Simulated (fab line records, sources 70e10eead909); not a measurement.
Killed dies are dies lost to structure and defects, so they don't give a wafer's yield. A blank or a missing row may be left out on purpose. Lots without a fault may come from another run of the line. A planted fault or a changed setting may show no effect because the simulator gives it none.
A struck lot beside a sound one | flow nand_harc | 33 steps out of a route of 1159
Sound: wafers L750.3, L750.4, L750.5. Struck: wafers L757.2, L757.4, L757.5. The cause comes at the end.
At each step with rows: each side's tool, then ch and its chambers, then its first start. Under that, the readings that differ: sound wafers | struck wafers | difference of the means | sigmas: that difference in standard deviations of wafers without a fault.
alike: readings whose means differ by less than 2 such deviations, and words and numbers that are the same on both sides. not compared: withheld readings, readings that some wafer has no value for, bounds like >300 that may hide the same value, and numbers for which the record gives no deviation and whose values overlap.
The two part at a step that has a row with sigmas, a row that says differs or no value, or rows on one side only. Numbers that don't overlap but have no deviation are shown without sigmas and don't part them. A reading that every wafer of one side lacks parts them only if that side has two wafers or more.

first, 10 steps without rows for these wafers: NHARC_A_STAIRCASE_HARDBAKE_442 (time 140 s); NHARC_A_STAIRCASE_DESCUM_443 (chemistry O2, time 3 s); NHARC_A_STAIRCASE_ETCH_444 (etches the open film in C4F8/O2, target depth 10200 nm, time 3400 s); NHARC_A_STAIRCASE_STRIP_446 (strips in O2); NHARC_A_STAIRCASE_STRIP_447 (strips in SPM, time 900 s); NHARC_A_STAIRCASE_PRECLEAN_448 (cleans in SC1); NHARC_A_STAIRCASE_SRD_449; NHARC_A_STAIRCASE_CMP_450 (polishes SiO2, target thk 200 nm); NHARC_A_STAIRCASE_CMP_152 (polishes); NHARC_A_STAIRCASE_SRD_154.
NHARC_A_STAIRCASE_ETCH_403: etches SiO2 in dHF, target depth 108.2 nm.
  sound on wet_bench-07 ch 2,4,7, day 14 19:38; struck on wet_bench-07 ch 1,2,7, day 17 11:35
NHARC_A_STAIRCASE_ETCHBACK_422: etches the open film in CH3F/O2, target depth 40 nm, time 74.286 s.
  sound on rie_diel-10 ch 0,1,3, day 14 19:47; struck on rie_diel-06 ch 0,2,3, day 17 11:44
  alike: drypump_motor_current_A, oes_product_au, rf_vpp_V, showerhead_plenum_p_Torr, throttle_valve_pct
  not compared: rf_hours_counter_h
then, 1 step without rows for these wafers: NHARC_A_STAIRCASE_ETCH_423 (etches SiO2 in dHF, target depth 30 nm).
NHARC_A_STAIRCASE_ETCHBACK_157: etches the open film in CH3F/O2, target depth 90 nm, time 167.14 s.
  sound on rie_diel-10 ch 1,3, day 14 20:11; struck on rie_diel-10 ch 0,3, day 17 12:05
  alike: drypump_motor_current_A, oes_product_au, rf_vpp_V, showerhead_plenum_p_Torr, throttle_valve_pct
  not compared: rf_hours_counter_h
NHARC_A_STAIRCASE_STRIP_475: strips in O2, time 20 s.
  sound on rie_diel-10 ch 1,2; struck on rie_diel-10 ch 0,1,3
  alike: drypump_motor_current_A, oes_product_au, rf_vpp_V, showerhead_plenum_p_Torr, throttle_valve_pct
  not compared: rf_hours_counter_h
then, 1 step without rows for these wafers: NHARC_A_STAIRCASE_DEP_471 (deposits SiO2, target thk 100 nm).
NHARC_A_STAIRCASE_CMP_472: polishes SiO2.
  sound on cmp-01 ch 0,1,2, day 14 20:55; struck on cmp-02 ch 1,2, day 17 12:39
  alike: motor_current_A, slurry_filter_dp_kPa
then, 12 steps without rows for these wafers: NHARC_A_STAIRCASE_SRD_474; NHARC_A_SGD_CUT_DEP_00 (deposits SiNx, target thk 50 nm); NHARC_A_SGD_CUT_DEHYDRATE_01 (time 120 s); NHARC_A_SGD_CUT_HMDS_02 (time 30 s); NHARC_A_SGD_CUT_COAT_56 (time 75 s); NHARC_A_SGD_CUT_COAT_57 (time 65 s); NHARC_A_SGD_CUT_COAT_03 (resist thk 90 nm); NHARC_A_SGD_CUT_SOFTBAKE_04 (time 55 s); NHARC_A_SGD_CUT_EBR_05; NHARC_A_SGD_CUT_EXPOSE_06 (exposes mask SGD); NHARC_A_SGD_CUT_PEB_07 (peb time 65 s); NHARC_A_SGD_CUT_DEVELOP_08 (develop time 35 s).
NHARC_A_SGD_CUT_CD_MEAS_09: target cd 100 nm.
  sound on cd_sem-03 ch 0, day 14 22:01; struck on cd_sem-03 ch 0, day 17 13:47
  reading    | sound            | struck         | difference | sigmas
  cd_nm (nm) | 100.5 100.4 99.9 | 99.6 98.5 99.0 | -1.2       | -2
NHARC_A_SGD_CUT_OVL_MEAS_10:
  sound on overlay-02, day 14 22:06; struck on overlay-02, day 17 13:52
  reading           | sound         | struck      | difference | sigmas
  overlay_y_nm (nm) | -0.1 0.5 -0.1 | 1.8 2.0 1.9 | +1.8       | +2
  alike: overlay_x_nm
NHARC_A_SGD_CUT_DESCUM_14: chemistry O2, time 3 s.
  sound on rie_diel-08 ch 0,1, day 14 22:12; struck on rie_diel-05 ch 0,2, day 17 19:16
  reading                     | sound       | struck                                                                     | difference                   | sigmas
  hold                        | - - -       | await_dispo/5.1h/release await_dispo/5.1h/release await_dispo/5.1h/release | no value on the sound wafers |
  drypump_motor_current_A (A) | 6.2 6.1 6.3 | 4.9 4.9 5.2                                                                | -1.2                         | -2
  alike: oes_product_au, rf_vpp_V, showerhead_plenum_p_Torr, throttle_valve_pct
  not compared: rf_hours_counter_h
-- the record jumps here: 6 days lie between the struck wafers' starts before and after (it left off in module A_SGD_CUT and takes up again in module END, whose first step shown is number 1159 of the route) --
NHARC_END_SORT_01:
  the record has rows for the struck wafers here (prober-02 ch 0, day 24 04:01) and none for the sound ones

WHERE THEY PART
First at NHARC_A_SGD_CUT_CD_MEAS_09; last, within this record, at NHARC_END_SORT_01.

WHY: what the simulator had put in
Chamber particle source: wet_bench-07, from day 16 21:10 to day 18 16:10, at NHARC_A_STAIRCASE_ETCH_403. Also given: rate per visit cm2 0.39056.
